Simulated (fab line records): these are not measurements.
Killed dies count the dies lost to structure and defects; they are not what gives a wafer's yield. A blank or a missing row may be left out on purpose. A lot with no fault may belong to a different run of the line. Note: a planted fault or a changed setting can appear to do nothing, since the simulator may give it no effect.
fab line records | flow n5Finfet
record: lots: 10 wafers: 29 lastDay: 17
route steps=1938 shown BEOL_M1@830 BEOL_M2@843 BEOL_M4@1111 PASSIVATION@1936
lots that met no fault: taken from a fault-free run of the same line
startH: the number of hours between the record's first day and the start of the first shown wafer of the lot | waitH: hours since the lot's step before | " unchanged from the row above | L1.1+2: several wafers, shown together as one row | - no value present, or no start provided | * or withheld: withheld | < > ~ a bound
route shown NAME@n: NAME is a module with steps in the file, n the number in the route of the first one | usual: mean/standard deviation of fault-free wafers | same: alike in all rows | chamber/n: place in a boat | sites: the reading at each site | _std_site: standard deviation across them | _edge_site: outer sites' mean less inner sites' | radiusMm: for every site, how far away it sits from the centre of the wafer | mask NAME#n: copy n | behind: the tool/chamber that last shaped the wafer | hold: what put the lot on hold/how long, in hours/how the hold closed | device: transistor that didn't switch, given as n, p or np | end of line: the route-end tests of the same wafers | a step given without rows: its recipe and nothing more | killed: the dies lost at the first sort to structure and to defects; this is not the yield of the wafer | map: dies across one wafer; x = killed, . = not, _ = none there
set.NAME: setting as actually run; set.NAME@STEP: the setting as run at that earlier step | model.NAME: the simulator's own value behind a step, which no gauge read
the route's steps for a sample of lots (tables are steps, rows are wafers)
services: a tool's chamber out of use, with start hour (startH, from the record's first day; less than 0 if before it), hours out, and reason
== steps ==
step: N5_BEOL_M1_SPUTTER_96
recipe: material: Cu targetThkA: 45 tempC: -20 chamberPressurePa: 0.07 powerW: withheld timeS: 8.29
usual: chuckGasFlowSccm: 1.26/0.052 throttleValvePct: 29.8/1
columns lot.wafer tool chamber startH waitH chuckGasFlowSccm throttleValvePct
L246.2 pvdSputter-03 - 139.44 0.1 1.15 29.8
L246.3 " - " " 1.24 30.7
L246.6 " - " " 1.21 29.4
L248.1 pvdSputter-01 - 144.85 0.1 1.22 28.0
L248.2 " - " " 1.23 29.9
L248.5 " - " " 1.31 29.7
L250.1 pvdSputter-03 - 159.84 0.1 1.23 30.2
L250.2 " - " " 1.22 29.6
L250.4 " - " " 1.37 30.8
L251.2 pvdSputter-02 - 163.09 0.1 1.26 28.8
L251.3 " - " " 1.29 28.7
L251.6 " - " " 1.29 28.5
L253.2 pvdSputter-03 - 178.33 0.1 1.21 29.0
L253.3 " - " " 1.27 29.9
L253.6 " - " " 1.30 30.2
L262.1 pvdSputter-02 - 238.91 0.1 1.24 28.6
L262.2 " - " " 1.33 30.1
L264.1 pvdSputter-03 - 244.63 0.1 1.24 30.8
L264.3 " - " " 1.21 29.5
L264.4 " - " " 1.31 30.0
L265.4 pvdSputter-01 - 244.92 0.1 1.25 30.7
L265.5 " - " " 1.25 29.9
L265.6 " - " " 1.34 30.8
L266.2 pvdSputter-03 - 264.62 0.1 1.23 30.3
L266.3 " - " " 1.22 29.1
L266.5 " - " " 1.21 30.3
L268.3 pvdSputter-01 - 270.75 0.1 1.38 30.7
L268.4 " - " " 1.24 29.7
L268.6 " - " " 1.29 28.1
step: N5_BEOL_M1_PRE_CLEAN_60
recipe: gas: NH3/H2 timeS: 15 tempC: * rfPowerW: 300
usual: heaterPowerW: 87/11
columns lot.wafer tool chamber startH waitH heaterPowerW
L246.2 cvdCo-01 0 140.27 0.0 70
L246.3 " 2 " " 89
L246.6 " 0 " " 72
L248.1 cvdCo-02 2 145.68 0.0 89
L248.2 " 0 " " 95
L248.5 " 1 " " 98
L250.1 cvdCo-01 2 160.67 0.0 86
L250.2 " 0 " " 73
L250.4 " 0 " " 70
L251.2 cvdCo-01 1 163.91 0.0 68
L251.3 " 2 " " 85
L251.6 " 0 " " 71
L253.2 cvdCo-02 2 179.15 0.0 87
L253.3 " 1 " " 98
L253.6 " 1 " " 98
L262.1 cvdCo-01 1 239.74 0.0 68
L262.2 " 0 " " 72
L264.1 cvdCo-01 1 245.46 0.0 66
L264.3 " 0 " " 74
L264.4 " 2 " " 88
L265.4 cvdCo-02 0 245.77 0.1 100
L265.5 " 1 " " 97
L265.6 " 2 " " 88
L266.2 cvdCo-02 0 265.50 0.0 101
L266.3 " 2 " " 90
L266.5 " 1 " " 98
L268.3 cvdCo-02 2 271.57 0.0 89
L268.4 " 0 " " 97
L268.6 " 2 " " 90
step: N5_BEOL_M2_PECVD_72
recipe: material: SiO2 targetThkA: 160 tempC: 400 precursor: TEOS/O2 pressureTorr: 5.5 rfW: 450 teosFlowSccm: 53.8 gas: O2 flowSccm: 3000 timeS: 18
usual: heaterPowerW: 746/62 showerheadPlenumPTorr: 8.78/0.068 throttleValvePct: 22.4/0.93
columns lot.wafer tool chamber startH waitH heaterPowerW showerheadPlenumPTorr throttleValvePct
L246.2 pecvd-04 1 140.71 0.0 648 8.75 22.5
L246.3 " 2 " " 716 8.76 22.3
L246.6 " 0 " " 725 8.74 24.3
L248.1 pecvd-04 2 146.07 0.0 609 8.78 22.6
L248.2 " 0 " " 741 8.76 24.2
L248.5 " 2 " " 621 8.76 22.3
L250.1 pecvd-03 0 161.06 0.0 742 8.87 21.8
L250.2 " 2 " " 705 8.66 22.3
L250.4 " 0 " " 760 8.87 21.8
L251.2 pecvd-03 2 164.31 0.0 752 8.69 22.2
L251.3 " 0 " " 857 8.88 21.6
L251.6 " 1 " " 683 8.86 23.6
L253.2 pecvd-03 1 179.54 0.0 699 8.83 23.7
L253.3 " 2 " " 700 8.69 22.3
L253.6 " 0 " " 841 8.86 21.5
L262.1 pecvd-04 1 240.13 0.0 770 8.76 22.2
L262.2 " 0 " " 748 8.74 24.2
L264.1 pecvd-01 2 245.85 0.0 862 8.82 21.2
L264.3 " 0 " " 700 8.73 21.5
L264.4 " 1 " " 764 8.80 22.3
L265.4 pecvd-03 2 246.16 0.1 699 8.69 22.5
L265.5 " 0 " " 867 8.89 21.6
L265.6 " 1 " " 785 8.84 23.5
L266.2 pecvd-01 1 265.90 0.0 749 8.81 22.5
L266.3 " 2 " " 727 8.79 21.0
L266.5 " 0 " " 684 8.73 21.6
L268.3 pecvd-01 2 271.96 0.0 804 8.78 21.4
L268.4 " 0 " " 662 8.71 21.6
L268.6 " 1 " " 661 8.80 22.3
step: N5_BEOL_M2_ETCH_64
recipe: chemistry: N2/H2 target: SOC targetDepthA: 750 overetchA: 225 maskMaterial: SiARC tempC: 40 timeS: 121.9 ionEnergyEv: 200 pressureMtorr: 30 sourceW: 840 biasW: 150 n2FlowSccm: 200 h2FlowSccm: 200
usual: drypumpMotorCurrentA: 5.9/0.38 oesProductAu: 0.62/0.071 rfVppV: 524.1/2.1 showerheadPlenumPTorr: 2.55/0.07 tempC: 39.99/0.11 throttleValvePct: 17.9/0.33
columns lot.wafer tool chamber startH waitH drypumpMotorCurrentA oesProductAu rfHoursCounterH rfVppV showerheadPlenumPTorr tempC throttleValvePct
L246.2 rieDiel-02 1 142.77 0.0 6.3 0.67 24 525.9 2.59 39.99 17.8
L246.3 " 3 " " 5.7 0.55 203 526.8 2.61 40.22 17.7
L246.6 " 3 " " 5.7 0.55 - 526.7 2.61 40.05 17.7
L248.1 rieDiel-01 1 148.43 0.0 5.8 0.75 3 525.5 2.62 39.99 17.7
L248.2 " 3 " " 5.6 0.61 114 525.6 2.57 40.02 18.2
L248.5 " 3 " " 5.6 0.61 - 525.0 2.57 39.94 18.2
L250.1 rieDiel-01 3 162.10 0.0 5.6 0.60 121 523.2 2.57 40.09 18.3
L250.2 " 0 " " 5.9 0.55 208 519.7 2.41 40.06 18.1
L250.4 " 1 " " 5.8 0.73 - 527.0 2.62 40.11 17.7
L251.2 rieDiel-01 0 167.28 0.0 6.0 0.54 211 520.2 2.40 39.89 18.2
L251.3 " 1 " " 5.8 0.72 11 526.3 2.62 40.09 17.7
L251.6 " 1 " " 5.8 0.72 - 524.3 2.61 40.01 17.7
L253.2 rieDiel-01 1 180.43 0.0 5.8 0.71 15 526.8 2.61 40.02 17.7
L253.3 " 3 " " 5.6 0.61 127 525.3 2.57 40.00 18.3
L253.6 " 2 " " 6.5 0.73 - 525.1 2.59 39.81 17.4
L262.1 rieDiel-02 0 242.58 0.0 5.9 0.56 186 524.2 2.54 40.01 18.2
L262.2 " 1 " " 6.3 0.63 59 524.8 2.58 40.26 17.9
L264.1 rieDiel-04 3 250.84 0.0 5.2 0.75 0 522.8 2.51 40.05 18.0
L264.3 " 1 " " 6.6 0.61 89 520.9 2.46 40.07 17.8
L264.4 " 2 " " 5.4 0.73 7 526.0 2.61 40.18 17.8
L265.4 rieDiel-01 1 250.93 0.0 5.8 0.68 41 524.5 2.60 40.03 17.8
L265.5 " 3 " " 5.6 0.59 - 523.9 2.56 40.06 18.3
L265.6 " 0 " " 5.9 0.53 - 520.5 2.39 39.94 18.2
L266.2 rieDiel-01 1 267.67 0.0 5.8 0.67 46 524.4 2.60 39.86 17.8
L266.3 " 3 " " 5.6 0.58 157 523.4 2.55 40.11 18.3
L266.5 " 1 " " 5.8 0.66 - 524.1 2.60 40.00 17.8
L268.3 rieDiel-04 1 275.08 0.0 6.6 0.60 99 521.8 2.46 39.91 17.8
L268.4 " 0 " " 5.9 0.64 - 525.6 2.59 39.96 17.4
L268.6 " 3 " " 5.2 0.71 - 523.1 2.50 40.00 18.0
step: N5_BEOL_M2_CD_MEAS_18
recipe: pitchNm: 36 targetCdNm: 18
usual: cdNm: 18.0/0.32
columns lot.wafer tool chamber startH waitH cdNm
L246.2 cdSem-02 - 143.24 0.1 18.1
L246.3 " - " " 18.7
L246.6 " - " " 18.8
L248.1 cdSem-02 - 148.83 0.0 18.5
L248.2 " - " " 18.0
L248.5 " - " " 18.0
L250.1 cdSem-01 - 162.53 0.0 18.9
L250.2 " - " " 18.7
L250.4 " - " " 19.0
L251.2 cdSem-03 - 167.63 0.1 19.3
L251.3 " - " " 19.6
L251.6 " - " " 19.4
L253.2 cdSem-03 - 180.79 0.1 19.3
L253.3 " - " " 18.9
L253.6 " - " " 19.4
L262.1 cdSem-02 - 242.98 0.0 17.9
L262.2 " - " " 18.3
L264.1 cdSem-03 - 251.36 0.0 18.3
L264.3 " - " " 18.1
L264.4 " - " " 18.1
L265.4 cdSem-01 - 251.40 0.0 17.9
L265.5 " - " " 17.5
L265.6 " - " " 17.7
L266.2 cdSem-01 - 268.02 0.1 17.8
L266.3 " - " " 17.8
L266.5 " - " " 18.1
L268.3 cdSem-03 - 275.43 0.1 18.0
L268.4 " - " " 18.4
L268.6 " - " " 18.2
step: N5_BEOL_M4_RC_MEAS_101
usual: DIBL_N: 36.6/2.1 DIBL_P: 36.3/2.2 IOFF_N: 0.16/0.036 IOFF_P: 0.21/0.038 ION_N: 671/12 ION_P: 460/7.5 SS_N: 71.8/0.72 SS_P: 73.3/0.72 VT_N: 250/3.2 VT_P: -250/3.5
columns lot.wafer tool chamber startH waitH DIBL_N[mV/V] DIBL_P[mV/V] IOFF_N[nA/um] IOFF_P[nA/um] ION_N[uA/um] ION_P[uA/um] SS_N[mV/dec] SS_P[mV/dec] VT_N[mV] VT_P[mV]
L246.2 prober-01 0 171.84 0.2 39.8 37.1 0.20 0.26 678 469 72.1 73.7 249 -245
L246.3 " 0 " " 37.9 35.5 0.17 0.24 679 473 71.9 73.5 247 -246
L246.6 " 0 " " 39.4 36.5 0.19 0.25 666 460 72.7 73.9 247 -246
L248.1 prober-01 0 181.14 0.0 36.6 35.8 0.18 0.21 674 458 71.9 73.5 249 -251
L248.2 " 0 " " 34.7 33.8 0.14 0.18 670 463 71.7 73.2 250 -254
L248.5 " 0 " " 35.2 33.3 0.14 0.17 664 452 71.7 72.9 251 -253
L250.1 prober-01 0 192.08 0.0 37.5 36.5 0.18 0.23 673 463 71.3 73.2 247 -248
L250.2 " 0 " " 38.7 37.5 0.21 0.27 697 474 72.4 73.8 246 -245
L250.4 " 0 " " 39.7 39.3 0.24 0.32 686 464 72.7 74.3 242 -242
L251.2 prober-01 0 196.20 0.2 38.5 37.8 0.21 0.25 682 463 72.4 73.7 245 -249
L251.3 " 0 " " 38.6 37.6 0.19 0.24 673 457 72.1 74.1 249 -250
L251.6 " 0 " " 39.4 37.8 0.20 0.25 678 463 73.1 74.3 249 -248
L253.2 prober-01 0 209.11 0.2 35.7 35.6 0.16 0.21 674 459 71.9 73.0 248 -252
L253.3 " 0 " " 36.0 36.6 0.16 0.23 673 462 71.8 73.2 250 -249
L253.6 " 0 " " 35.9 36.8 0.16 0.22 673 458 72.2 73.3 249 -250
L262.1 prober-02 0 272.36 0.0 32.8 32.3 0.12 0.17 668 464 70.8 73.3 254 -250
L262.2 " 0 " " 33.8 34.7 0.15 0.21 684 470 71.4 73.4 248 -248
L264.1 prober-01 0 279.65 0.0 37.1 38.6 0.14 0.21 657 457 71.7 74.2 252 -251
L264.3 " 0 " " 36.6 35.5 0.13 0.16 653 443 71.6 73.5 254 -257
L264.4 " 0 " " 35.7 35.3 0.12 0.16 648 447 71.1 72.5 255 -254
L265.4 prober-02 0 283.35 0.5 37.9 37.7 0.18 0.22 672 451 71.8 73.7 250 -253
L265.5 " 0 " " 35.5 35.2 0.14 0.19 667 457 71.7 72.5 254 -254
L265.6 " 0 " " 36.4 36.9 0.16 0.22 682 462 71.6 73.5 249 -251
L266.2 prober-01 0 290.95 0.2 37.2 35.3 0.16 0.24 658 456 72.2 73.5 251 -246
L266.3 " 0 " " 33.6 32.8 0.12 0.21 666 468 70.6 72.2 255 -249
L266.5 " 0 " " 34.7 33.9 0.14 0.21 667 469 70.3 72.7 247 -246
L268.3 prober-02 0 300.27 0.3 35.4 34.1 0.15 0.20 671 462 70.7 73.4 250 -248
L268.4 " 0 " " 36.7 37.2 0.17 0.27 686 478 71.8 73.5 247 -245
L268.6 " 0 " " 36.5 36.3 0.16 0.23 678 467 71.5 74.0 249 -246
step: N5_PASSIVATION_PROBE_49
usual: defectLimitedYield: 91.1/1.4 killed_at_M0_to_M3: 33/9.1 killed_at_M4_up: 14/5.6 killedAtContacts: 13/5.7 killedAtFrontEnd: 42/12 killedAtOther: 4/3 killedDies: 105/16 killedOpen: 69/11 killedShort: 34/7.5 sort_bin_5_function: 5.2/0.91 sort_bin_6_memory: 3.3/0.64 sortNPass: 1075/16 sortYieldPct: 91.1/1.4
same: grossDies: 1180 killedAtBackSide: 0 sort_bin_4_leakage[%]: 0 sort_bin_8_speed[%]: 0
columns lot.wafer tool chamber startH waitH defectLimitedYield[%] killed_at_M0_to_M3 killed_at_M4_up killedAtContacts killedAtFrontEnd killedAtOther killedDies killedOpen killedShort sort_bin_5_function[%] sort_bin_6_memory[%] sortNPass sortYieldPct[%]
L246.2 prober-02 - 263.52 0.1 91.1 22 12 19 48 4 105 65 35 5.0 3.8 1075 91.1
L246.3 prober-02 - 263.57 0.1 91.3 27 6 17 48 5 103 62 40 5.7 2.5 1077 91.3
L246.6 prober-02 - 263.72 0.3 93.0 25 9 14 30 5 83 54 29 3.7 3.0 1097 93.0
L248.1 prober-01 - 274.06 0.0 88.2 60 13 15 51 0 139 90 48 7.0 4.5 1041 88.2
L248.2 prober-01 - 274.11 0.1 90.8 50 12 5 40 1 108 67 40 5.4 3.2 1072 90.8
L248.5 prober-01 - 274.26 0.2 90.3 46 10 16 39 4 115 71 39 5.2 4.2 1065 90.3
L250.1 prober-01 - 296.94 0.0 90.0 31 14 31 33 9 118 75 43 5.8 3.9 1062 90.0
L250.2 prober-01 - 296.99 0.1 91.4 35 18 13 31 4 101 66 34 4.9 3.3 1079 91.4
L250.4 prober-01 - 297.09 0.2 90.5 53 12 9 31 7 112 69 42 5.0 4.2 1068 90.5
L251.2 prober-01 - 300.77 0.5 89.2 40 8 9 66 4 127 75 48 6.4 4.1 1053 89.2
L251.6 prober-01 - 300.97 0.7 89.5 32 16 16 54 6 124 82 39 6.1 4.0 1056 89.5
L253.2 prober-02 - 309.78 0.1 92.3 36 10 15 28 2 91 65 26 4.6 3.1 1089 92.3
L253.3 prober-02 - 309.83 0.1 89.5 41 13 16 53 1 124 72 51 5.8 4.0 1056 89.5
L253.6 prober-02 - 309.98 0.3 91.0 45 3 13 41 4 106 63 42 5.2 3.1 1074 91.0
L262.1 prober-01 - 368.26 0.0 95.0 27 9 1 18 4 59 31 27 3.5 1.4 1121 95.0
L264.1 prober-02 - 378.85 0.0 90.4 33 6 10 62 2 113 83 26 5.8 3.6 1067 90.4
L264.4 prober-02 - 379.00 0.2 90.8 48 9 7 44 0 108 74 33 5.8 3.3 1072 90.8
L266.2 prober-02 - 390.10 0.1 91.4 29 18 7 46 2 102 66 36 4.7 3.6 1078 91.4
L266.3 prober-02 - 390.15 0.1 92.5 41 6 10 31 1 89 51 37 4.4 2.9 1091 92.5
L266.5 prober-02 - 390.25 0.2 90.7 37 11 9 48 5 110 65 44 5.8 3.2 1070 90.7
L268.3 prober-01 - 410.74 0.1 89.2 23 13 17 65 10 128 79 42 6.4 3.9 1052 89.2
L268.4 prober-01 - 410.79 0.2 90.7 31 8 17 48 6 110 67 39 5.1 3.6 1070 90.7
L268.6 prober-01 - 410.89 0.3 91.0 31 9 12 50 4 106 65 37 4.9 3.8 1074 91.0
killed by level:class
L246.2 FIN_SAQP:geometricParticle:open=15 MOL_CONTACT_COAG:geometricParticle:open=15 FIN_SAQP:geometricParticle:short=9 BEOL_M0_SAQP:geometricParticle:short=6 STI_FIN_REVEAL:geometricParticle:open=5 BEOL_M0_SAQP:geometricParticle:open=4 BEOL_M1:geometricParticle:open=4 STI_FIN_REVEAL:geometricParticle:short=3
L246.3 MOL_CONTACT_COAG:geometricParticle:open=13 FIN_SAQP:geometricParticle:open=11 BEOL_M0_SAQP:geometricParticle:open=11 GATE_CUT:geometricParticle:short=10 FIN_SAQP:geometricParticle:short=8 BEOL_M0_SAQP:geometricParticle:short=6 GATE_CUT:geometricParticle:open=5 STI_FIN_REVEAL:geometricParticle:open=5
L246.6 MOL_CONTACT_COAG:geometricParticle:open=13 FIN_SAQP:geometricParticle:open=8 BEOL_M0_SAQP:geometricParticle:open=7 FIN_SAQP:geometricParticle:short=5 GATE_CUT:geometricParticle:short=5 BEOL_M0_SAQP:geometricParticle:short=4 BEOL_M2:geometricParticle:short=4 BEOL_M2:geometricParticle:open=4
L248.1 FIN_SAQP:geometricParticle:short=16 BEOL_M3:geometricParticle:open=15 BEOL_M1:geometricParticle:open=13 BEOL_M0_SAQP:geometricParticle:open=11 FIN_SAQP:geometricParticle:open=10 MOL_CONTACT_COAG:geometricParticle:open=9 BEOL_M2:geometricParticle:open=7 MOL_CONTACT_COAG:geometricParticle:short=5
L248.2 BEOL_M1:geometricParticle:open=17 FIN_SAQP:geometricParticle:short=12 BEOL_M3:geometricParticle:open=8 BEOL_M4:geometricParticle:open=8 FIN_SAQP:geometricParticle:open=6 GATE_CUT:geometricParticle:short=6 MOL_CONTACT_COAG:geometricParticle:open=5 BEOL_M1:geometricParticle:short=5
L248.5 BEOL_M1:geometricParticle:open=14 STI_FIN_REVEAL:geometricParticle:open=11 MOL_CONTACT_COAG:geometricParticle:open=11 BEOL_M0_SAQP:geometricParticle:short=8 BEOL_M0_SAQP:geometricParticle:open=6 BEOL_M1:geometricParticle:short=6 BEOL_M4:geometricParticle:open=5 GATE_CUT:geometricParticle:short=5
L250.1 MOL_CONTACT_COAG:geometricParticle:open=27 BEOL_M0_SAQP:geometricParticle:short=13 BEOL_M4:geometricParticle:open=6 DUMMY_GATE:geometricParticle:open=5 BEOL_M2:geometricParticle:open=5 FIN_SAQP:geometricParticle:short=4 GATE_CUT:geometricParticle:open=4 MOL_CONTACT_COAG:geometricParticle:short=4
L250.2 BEOL_M4:geometricParticle:open=10 MOL_CONTACT_COAG:geometricParticle:open=9 BEOL_M3:geometricParticle:open=8 BEOL_M0_SAQP:geometricParticle:open=7 BEOL_M0_SAQP:geometricParticle:short=6 DUMMY_GATE:geometricParticle:open=5 MOL_CONTACT_COAG:geometricParticle:short=4 BEOL_M2:geometricParticle:open=4
L250.4 BEOL_M0_SAQP:geometricParticle:short=12 BEOL_M1:geometricParticle:open=10 BEOL_M2:geometricParticle:open=8 BEOL_M3:geometricParticle:open=8 FIN_SAQP:geometricParticle:short=7 MOL_CONTACT_COAG:geometricParticle:open=7 BEOL_M0_SAQP:geometricParticle:open=7 GATE_CUT:geometricParticle:short=6
L251.2 FIN_SAQP:geometricParticle:short=20 FIN_SAQP:geometricParticle:open=20 STI_FIN_REVEAL:geometricParticle:open=14 BEOL_M0_SAQP:geometricParticle:short=13 BEOL_M0_SAQP:geometricParticle:open=10 MOL_CONTACT_COAG:geometricParticle:open=6 BEOL_M0:geometricParticle:open=4 BEOL_M1:geometricParticle:open=4
L251.6 FIN_SAQP:geometricParticle:short=15 FIN_SAQP:geometricParticle:open=13 MOL_CONTACT_COAG:geometricParticle:open=12 BEOL_M0_SAQP:geometricParticle:open=10 DUMMY_GATE:geometricParticle:open=8 BEOL_M0_SAQP:geometricParticle:short=7 BEOL_M2:geometricParticle:open=7 BEOL_M5:geometricParticle:open=6
L253.2 MOL_CONTACT_COAG:geometricParticle:open=11 FIN_SAQP:geometricParticle:open=8 BEOL_M2:geometricParticle:open=7 STI_FIN_REVEAL:geometricParticle:open=6 BEOL_M1:geometricParticle:open=6 BEOL_M0_SAQP:geometricParticle:short=6 BEOL_M0_SAQP:geometricParticle:open=5 BEOL_M3:geometricParticle:open=5
L253.3 STI_FIN_REVEAL:geometricParticle:open=10 FIN_SAQP:geometricParticle:short=9 BEOL_M1:geometricParticle:open=9 MOL_CONTACT_COAG:geometricParticle:open=9 FIN_SAQP:geometricParticle:open=7 MOL_CONTACT_COAG:geometricParticle:short=7 DUMMY_GATE:geometricParticle:open=6 BEOL_M1:geometricParticle:short=6
L253.6 FIN_SAQP:geometricParticle:short=13 FIN_SAQP:geometricParticle:open=11 BEOL_M1:geometricParticle:open=11 BEOL_M0_SAQP:geometricParticle:short=10 BEOL_M3:geometricParticle:open=10 MOL_CONTACT_COAG:geometricParticle:open=9 BEOL_M0_SAQP:geometricParticle:open=4 BEOL_M2:geometricParticle:short=4
L262.1 BEOL_M0_SAQP:geometricParticle:short=7 BEOL_M3:geometricParticle:open=7 FIN_SAQP:geometricParticle:short=6 BEOL_M1:geometricParticle:open=4 FIN_SAQP:geometricParticle:open=2 ILD0:geometricParticle:open=2 GATE_CUT:geometricParticle:open=2 BEOL_M1:geometricParticle:short=2
L264.1 BEOL_M2:geometricParticle:open=20 FIN_SAQP:geometricParticle:open=18 FIN_SAQP:geometricParticle:short=10 MOL_CONTACT_COAG:geometricParticle:open=10 DUMMY_GATE:geometricParticle:open=9 STI_FIN_REVEAL:geometricParticle:open=5 GATE_CUT:geometricParticle:open=4 BEOL_M0_SAQP:geometricParticle:open=4
L264.4 BEOL_M2:geometricParticle:open=21 FIN_SAQP:geometricParticle:open=11 FIN_SAQP:geometricParticle:short=8 BEOL_M3:geometricParticle:open=8 BEOL_M0_SAQP:geometricParticle:short=6 STI_FIN_REVEAL:geometricParticle:open=6 BEOL_M2:geometricParticle:short=6 DUMMY_GATE:geometricParticle:open=5
L266.2 BEOL_M1:geometricParticle:open=13 GATE_CUT:geometricParticle:short=10 BEOL_M4:geometricParticle:open=8 BEOL_M2:geometricParticle:open=7 GATE_CUT:geometricParticle:open=6 MOL_CONTACT_COAG:geometricParticle:open=6 STI_FIN_REVEAL:geometricParticle:open=5 STI_FIN_REVEAL:geometricParticle:short=5
L266.3 BEOL_M0_SAQP:geometricParticle:short=10 BEOL_M0_SAQP:geometricParticle:open=9 BEOL_M1:geometricParticle:open=8 BEOL_M3:geometricParticle:open=6 FIN_SAQP:geometricParticle:short=5 MOL_CONTACT_COAG:geometricParticle:open=5 MOL_CONTACT_COAG:geometricParticle:short=4 FIN_SAQP:geometricParticle:open=3
L266.5 FIN_SAQP:geometricParticle:short=10 MOL_CONTACT_COAG:geometricParticle:open=9 BEOL_M0_SAQP:geometricParticle:short=8 BEOL_M3:geometricParticle:open=8 FIN_SAQP:geometricParticle:open=6 ILD0:geometricParticle:open=6 GATE_CUT:geometricParticle:open=5 BEOL_M0_SAQP:geometricParticle:open=5
L268.3 STI_FIN_REVEAL:geometricParticle:open=17 FIN_SAQP:geometricParticle:short=16 FIN_SAQP:geometricParticle:open=13 MOL_CONTACT_COAG:geometricParticle:open=13 BEOL_M4:geometricParticle:open=7 MIM_TOP:geometricParticle:open=5 STI_FIN_REVEAL:geometricParticle:short=4 BEOL_M3:geometricParticle:open=4
L268.4 MOL_CONTACT_COAG:geometricParticle:open=12 FIN_SAQP:geometricParticle:open=10 FIN_SAQP:geometricParticle:short=9 STI_FIN_REVEAL:geometricParticle:open=9 BEOL_M0_SAQP:geometricParticle:open=6 BEOL_M2:geometricParticle:short=5 ILD0:geometricParticle:short=5 BEOL_M1:geometricParticle:open=5
L268.6 FIN_SAQP:geometricParticle:open=14 FIN_SAQP:geometricParticle:short=12 MOL_CONTACT_COAG:geometricParticle:open=10 BEOL_M1:geometricParticle:open=8 BEOL_M2:geometricParticle:open=6 STI_FIN_REVEAL:geometricParticle:open=5 STI_FIN_REVEAL:geometricParticle:short=4 BEOL_M4:geometricParticle:open=4
== services ==
columns tool chamber startH hours kind
rieDiel-01 1 118.84 - clean
rieDiel-01 1 118.84 - consumableReplace:focusRing
rieDiel-01 1 118.84 22.1 scheduledDown
rieDiel-01 1 118.84 22.1 ventCycle
pvdSputter-01 - 129.27 6.9 repair
rieDiel-04 3 133.21 1.2 repair
cvdCo-02 - 154.10 6.9 pm
rieDiel-01 2 154.11 - clean
rieDiel-01 2 154.11 - consumableReplace:focusRing
pvdSputter-01 - 161.78 0.8 repair
cvdCo-01 - 171.84 39.5 repair
pecvd-03 1 204.64 2.1 scheduledDown
pecvd-01 1 216.41 5.0 repair
rieDiel-04 2 220.67 - clean
rieDiel-04 2 220.67 - consumableReplace:focusRing
rieDiel-04 2 220.67 14.0 scheduledDown
rieDiel-04 2 220.67 14.0 ventCycle
pecvd-04 2 226.18 5.5 scheduledDown
rieDiel-02 2 231.84 21.6 repair
rieDiel-04 3 234.81 - clean
rieDiel-04 3 234.81 - consumableReplace:focusRing
pecvd-03 - 254.60 0.9 repair
pecvd-04 1 258.07 2.8 repair
rieDiel-04 2 265.77 9.3 repair
== key ==
firstSign: step: N5_BEOL_M2_CD_MEAS_18 reading: cdNm direction: up sigmas: 3.6 usual: 18.0 struck: 19.2
effect none on later readings
metAt N5_BEOL_M2_ETCH_64
struckLots L250,L251,L253
notActingAt N5_BEOL_M1_SPUTTER_96,N5_BEOL_M1_PRE_CLEAN_60,N5_BEOL_M2_PECVD_72
onsetBetween 148.43 162.10
fault: kind: processParameterDrift tool: rieDiel-01 chamber: - onsetH: 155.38 steps: N5_BEOL_M2_ETCH_64 channel: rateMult offset: 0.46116 shape: step endH: 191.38
